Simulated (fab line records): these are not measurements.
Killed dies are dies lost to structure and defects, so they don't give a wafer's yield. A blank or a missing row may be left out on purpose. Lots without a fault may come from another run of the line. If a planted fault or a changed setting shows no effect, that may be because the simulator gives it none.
Matching of chambers ; flow n5_finfet ; N5_DUMMY_GATE_ETCH_31 on rie_diel-04: 4 sister chambers
The step etches SiO2 in C4F6/O2, target depth 82.5 nm, time 27.5 s. 4 wafers are shown with their chamber, then 9 later ones without.

## WAFERS, EACH WITH ITS CHAMBER
wafer;chamber;drypump_motor_current_A (A)
L598.3;2;6.4
L605.2;3;5.3
L605.4;1;6.4
L605.6;0;6.1

## WAFERS WHOSE CHAMBER IS MISSING
wafer;drypump_motor_current_A (A)
L606.1;5.3
L606.5;5.3
L606.6;6.1
L610.1;6.1
L610.4;6.4
L610.5;6.3
L612.4;6.4
L612.5;6.3
L612.6;6.4

## EACH ONE'S CHAMBER
wafer;from the rows above;in truth
L606.1;3;3
L606.5;3;3
L606.6;0;0
L610.1;0;0
L610.4;can't be placed: 1 or 2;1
L610.5;can't be placed: 1 or 2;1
L612.4;can't be placed: 1 or 2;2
L612.5;can't be placed: 1 or 2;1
L612.6;can't be placed: 1 or 2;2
Correctly placed: 4 of 9. From these rows, 5 cannot be placed; in 5 the true chamber is one of the candidates. 0 placed wrongly.
How it was worked out, from the rows above alone: a wafer's distance from a chamber is the root of the sum, over the readings, of the square of ((its reading less the chamber's mean) divided by the reading's scatter). If the next closest chamber is less than 2 further off than the closest, the wafer can't be placed; otherwise it belongs to the closest. The mean given for a chamber averages the wafers shown for that chamber. The scatter: root of mean squared gap, hidden wafer to nearest shown wafer, with one shown wafer a chamber.
